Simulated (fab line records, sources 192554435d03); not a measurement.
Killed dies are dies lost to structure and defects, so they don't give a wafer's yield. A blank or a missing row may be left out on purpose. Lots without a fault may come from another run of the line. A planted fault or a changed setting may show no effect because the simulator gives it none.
Which tool did it? | flow n5_finfet | 10 lots, 30 wafers sampled, at 5 steps of a route of 1938

WHAT THE GAUGES READ, wafer by wafer
N5_GATE_CUT_CD_MEAS_13: target cd 20 nm. Usual: cd_nm 19.98 nm, standard deviation 0.23.
lot  | measured     | on        | cd_nm (nm)        | flag
L239 | day 4 10:16  | cd_sem-01 | 19.78 19.90 19.75 |
L240 | day 4 15:38  | cd_sem-01 | 20.04 19.61 19.94 |
L242 | day 5 06:57  | cd_sem-02 | 19.55 20.19 19.86 |
L245 | day 5 20:34  | cd_sem-01 | 19.99 20.08 20.60 |
L251 | day 7 14:35  | cd_sem-01 | 19.95 19.89 20.13 |
L255 | day 8 11:02  | cd_sem-01 | 19.92 19.56 19.70 |
L256 | day 8 19:33  | cd_sem-02 | 19.89 20.03 19.96 |
L257 | day 8 21:58  | cd_sem-02 | 20.44 20.40 20.30 |
L259 | day 9 11:16  | cd_sem-02 | 20.03 20.16 19.71 |
L261 | day 10 00:46 | cd_sem-02 | 19.81 19.89 19.83 |

N5_BEOL_M4_RC_MEAS_101. Usual: DIBL_N 36.5 mV/V, standard deviation 1.4; DIBL_P 36.9 mV/V, standard deviation 1.7; IOFF_N 0.163 nA/um, standard deviation 0.023; IOFF_P 0.22 nA/um, standard deviation 0.032; ION_N 673 uA/um, standard deviation 9; ION_P 462 uA/um, standard deviation 7.5; SS_N 71.6 mV/dec, standard deviation 0.54; SS_P 73.4 mV/dec, standard deviation 0.62; VT_N 249.8 mV, standard deviation 2.8; VT_P -250 mV, standard deviation 3.5.
lot  | measured     | on        | DIBL_N (mV/V)  | DIBL_P (mV/V)  | IOFF_N (nA/um)    | IOFF_P (nA/um) | ION_N (uA/um) | ION_P (uA/um) | SS_N (mV/dec)  | SS_P (mV/dec)  | VT_N (mV)         | VT_P (mV)      | flag
L239 | day 7 20:49  | prober-02 | 35.6 36.6 35.5 | 35.4 36.4 35.4 | 0.143 0.167 0.149 | 0.19 0.20 0.19 | 663 665 674   | 459 450 461   | 71.8 72.1 71.7 | 73.3 73.2 72.7 | 252.3 249.5 251.7 | -255 -253 -255 |
L240 | day 7 23:18  | prober-01 | 35.0 37.3 36.1 | 35.9 38.7 37.2 | 0.143 0.184 0.163 | 0.21 0.26 0.23 | 657 680 663   | 457 468 460   | 71.2 71.9 72.0 | 73.6 74.2 73.8 | 253.3 247.2 250.5 | -248 -245 -249 |
L242 | day 8 18:02  | prober-01 | 36.1 37.7 35.5 | 37.5 39.1 36.7 | 0.159 0.190 0.152 | 0.23 0.27 0.22 | 674 678 677   | 469 469 471   | 71.1 71.6 71.4 | 73.0 73.6 73.6 | 248.9 249.7 253.0 | -247 -248 -252 |
L245 | day 9 05:38  | prober-01 | 35.7 37.9 37.6 | 35.3 38.6 37.6 | 0.135 0.182 0.172 | 0.19 0.24 0.22 | 663 680 689   | 459 464 470   | 71.3 71.5 71.0 | 73.8 74.6 74.1 | 253.6 247.2 249.3 | -253 -248 -251 |
L251 | day 11 05:37 | prober-02 | 37.6 35.4 36.4 | 38.3 34.8 36.9 | 0.190 0.134 0.165 | 0.26 0.19 0.23 | 675 655 686   | 466 447 467   | 71.9 70.7 71.2 | 73.5 72.7 73.6 | 247.7 255.9 248.5 | -248 -253 -251 |
L255 | day 12 08:54 | prober-02 | 38.2 35.8 35.6 | 39.0 36.5 35.4 | 0.202 0.160 0.148 | 0.26 0.21 0.19 | 680 660 676   | 470 454 460   | 71.1 71.4 71.3 | 73.4 72.9 73.3 | 245.6 248.4 250.4 | -246 -249 -252 |
L256 | day 12 12:41 | prober-02 | 36.8 36.8 37.8 | 38.5 38.7 40.1 | 0.174 0.182 0.198 | 0.21 0.24 0.25 | 686 684 688   | 462 470 467   | 71.9 71.7 72.4 | 73.5 73.6 73.6 | 247.8 248.8 244.6 | -251 -248 -246 |
L257 | day 12 16:38 | prober-01 | 37.0 38.6 38.9 | 38.6 40.0 39.9 | 0.158 0.175 0.186 | 0.21 0.22 0.23 | 673 676 676   | 466 457 459   | 71.4 72.2 72.4 | 73.5 73.9 74.1 | 249.6 251.9 250.7 | -250 -253 -251 |
L259 | day 12 18:17 | prober-02 | 37.8 35.1 34.4 | 39.6 36.1 35.9 | 0.191 0.142 0.128 | 0.22 0.17 0.17 | 679 671 656   | 457 448 454   | 71.9 71.0 70.8 | 74.2 73.7 73.8 | 247.5 251.1 255.7 | -252 -258 -254 |
L261 | day 13 21:52 | prober-02 | 37.4 35.0 37.4 | 36.8 33.4 36.2 | 0.154 0.117 0.156 | 0.21 0.16 0.20 | 669 668 664   | 464 456 455   | 71.8 71.4 71.9 | 73.0 72.8 73.4 | 251.2 254.7 252.8 | -249 -253 -249 |

WHICH TOOL RAN EACH LOT (tool, then ch and the chambers of the sampled wafers, then the start)
lot  | N5_GATE_CUT_VAPOR_ETCH_60        | N5_GATE_CUT_STRIP_59              | N5_GATE_CUT_COAT_07
L239 | rie_metal-01 ch 0, day 4 06:56   | rie_diel-06 ch 1,2,3, day 4 07:06 | litho_track-05 ch 0, day 4 10:01
L240 | rie_metal-01 ch 0,1, day 4 12:11 | rie_diel-02 ch 0,2,3, day 4 12:20 | litho_track-05 ch 0, day 4 15:14
L242 | rie_metal-01 ch 0,1, day 5 03:19 | rie_diel-02 ch 0,2, day 5 03:28   | litho_track-03 ch 0, day 5 06:34
L245 | rie_metal-01 ch 0,1, day 5 17:08 | rie_diel-01 ch 0,1,3, day 5 17:24 | litho_track-03 ch 0, day 5 20:17
L251 | rie_metal-01 ch 1, day 7 11:14   | rie_diel-01 ch 1,2,3, day 7 11:25 | litho_track-04 ch 0, day 7 14:19
L255 | rie_metal-03 ch 0,1, day 8 07:22 | rie_diel-01 ch 0,1,2, day 8 07:31 | litho_track-05 ch 0, day 8 10:47
L256 | rie_metal-01 ch 0,1, day 8 15:40 | rie_diel-06 ch 0,2,3, day 8 15:49 | litho_track-03 ch 0, day 8 19:10
L257 | rie_metal-02 ch 0,1, day 8 18:38 | rie_diel-06 ch 0,1,3, day 8 18:47 | litho_track-05 ch 0, day 8 21:42
L259 | rie_metal-01 ch 0,1, day 9 07:56 | rie_diel-01 ch 0,1,3, day 9 08:06 | litho_track-04 ch 0, day 9 10:59
L261 | rie_metal-03 ch 0,1, day 9 21:10 | rie_diel-01 ch 0,1,3, day 9 21:28 | litho_track-05 ch 0, day 10 00:23
- N5_GATE_CUT_VAPOR_ETCH_60: etches HfO2 in BCl3/Cl2.
- N5_GATE_CUT_STRIP_59: strips in N2/H2, time 20 s.
- N5_GATE_CUT_COAT_07: resist thk 30 nm.

WHAT THE TOOLS THEMSELVES READ (means of the sampled wafers that have a number; where no wafer has one, the mark that the record gives instead)
N5_GATE_CUT_VAPOR_ETCH_60. Usual: drypump_motor_current_A 5.6 A, standard deviation 0.42; oes_product_au 0.76 a.u., standard deviation 0.12.
lot  | tool         | drypump_motor_current_A (A) | oes_product_au (a.u.) | flag
L239 | rie_metal-01 | 5.1                         | 0.58                  |
L240 | rie_metal-01 | 5.4                         | 0.61                  |
L242 | rie_metal-01 | 5.6                         | 0.67                  |
L245 | rie_metal-01 | 5.5                         | 0.66                  |
L251 | rie_metal-01 | 5.7                         | 0.69                  |
L255 | rie_metal-03 | 5.8                         | 0.81                  |
L256 | rie_metal-01 | 5.6                         | 0.79                  |
L257 | rie_metal-02 | 5.5                         | 0.84                  |
L259 | rie_metal-01 | 5.3                         | 0.87                  |
L261 | rie_metal-03 | 5.7                         | 0.77                  |

N5_GATE_CUT_STRIP_59. Usual: chamber_pressure_mTorr 100.01 mTorr, standard deviation 0.084; drypump_motor_current_A 5.5 A, standard deviation 0.52; oes_product_au 0.75 a.u., standard deviation 0.052; rf_vpp_V 45.3 V, standard deviation 0.92; showerhead_plenum_p_Torr 3.32 Torr, standard deviation 0.12; throttle_valve_pct 12.23 %, standard deviation 0.2.
lot  | tool        | chamber_pressure_mTorr (mTorr) | drypump_motor_current_A (A) | oes_product_au (a.u.) | rf_vpp_V (V) | showerhead_plenum_p_Torr (Torr) | throttle_valve_pct (%) | flag
L239 | rie_diel-06 | 100.08                         | 5.2                         | 0.76                  | 44.7         | 3.25                            | 12.18                  |
L240 | rie_diel-02 | 100.13                         | 5.4                         | 0.84                  | 45.2         | 3.41                            | 12.00                  |
L242 | rie_diel-02 | 99.98                          | 5.2                         | 0.86                  | 46.1         | 3.47                            | 11.94                  |
L245 | rie_diel-01 | 100.12                         | 5.3                         | 0.75                  | 44.8         | 3.33                            | 12.25                  |
L251 | rie_diel-01 | 99.90                          | 5.6                         | 0.72                  | 46.5         | 3.40                            | 12.33                  |
L255 | rie_diel-01 | 100.03                         | 5.5                         | 0.74                  | 44.4         | 3.33                            | 12.18                  |
L256 | rie_diel-06 | 100.07                         | 5.4                         | 0.72                  | 44.6         | 3.27                            | 12.39                  |
L257 | rie_diel-06 | 99.95                          | 5.4                         | 0.72                  | 44.8         | 3.27                            | 12.39                  |
L259 | rie_diel-01 | 100.02                         | 5.3                         | 0.73                  | 45.8         | 3.32                            | 12.31                  |
L261 | rie_diel-01 | 100.04                         | 5.3                         | 0.72                  | 45.8         | 3.32                            | 12.32                  |

N5_GATE_CUT_COAT_07. Usual: resist_line_temp_C 23.01 C, standard deviation 0.098; spin_speed_rpm 1500.0 rpm, standard deviation 0.94.
lot  | tool           | resist_line_temp_C (C) | spin_speed_rpm (rpm) | flag
L239 | litho_track-05 | 22.83                  | 1499.9               |
L240 | litho_track-05 | 23.08                  | 1500.8               |
L242 | litho_track-03 | 23.00                  | 1498.9               |
L245 | litho_track-03 | 23.10                  | 1500.5               |
L251 | litho_track-04 | 23.01                  | 1500.1               |
L255 | litho_track-05 | 22.93                  | 1500.4               |
L256 | litho_track-03 | 22.94                  | 1499.3               |
L257 | litho_track-05 | 22.96                  | 1366.7               | OFF
L259 | litho_track-04 | 23.09                  | 1499.7               |
L261 | litho_track-05 | 23.05                  | 1367.3               | OFF

THE ANSWER, worked out from the rows above alone
Rule: a lot is off if the mean of its wafers that have a number lies more than 3 standard deviations from the usual mean. A lot without any number at a reading at which 4 lots or more have one is off too. The other lots that the step has rows for count as sound. The gauges are gone through in route order, then the tools' own readings, and for those a lot's mean is taken as printed above. The first step at which some lot is off is used, and at that step the reading that is off furthest; a lot without a number counts as furthest.
Off: L257, L261, at N5_GATE_CUT_COAT_07 (spin_speed_rpm).
A tool fits if, at that step or a process step before it, it ran every lot that is off, and no sound lot after the first of them. One fits: litho_track-05 at N5_GATE_CUT_COAT_07. Its last sound lot is L255 (day 8 10:47), its first lot that is off L257 (day 8 21:42): a fault that began between those two fits.
The tool's own readings at N5_GATE_CUT_COAT_07 bear it out: on the lots that are off they differ by more than 5 times the standard deviation of the sound lots' means. spin_speed_rpm reads 1367.0 rpm there against 1500.0 rpm on the sound lots.

WHAT THE SIMULATOR HAD PUT IN
Process parameter drift: litho_track-05, from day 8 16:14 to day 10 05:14, at N5_GATE_CUT_COAT_07. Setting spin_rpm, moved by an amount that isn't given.
Lots struck among those shown: L257, L261. The rule above found the same.
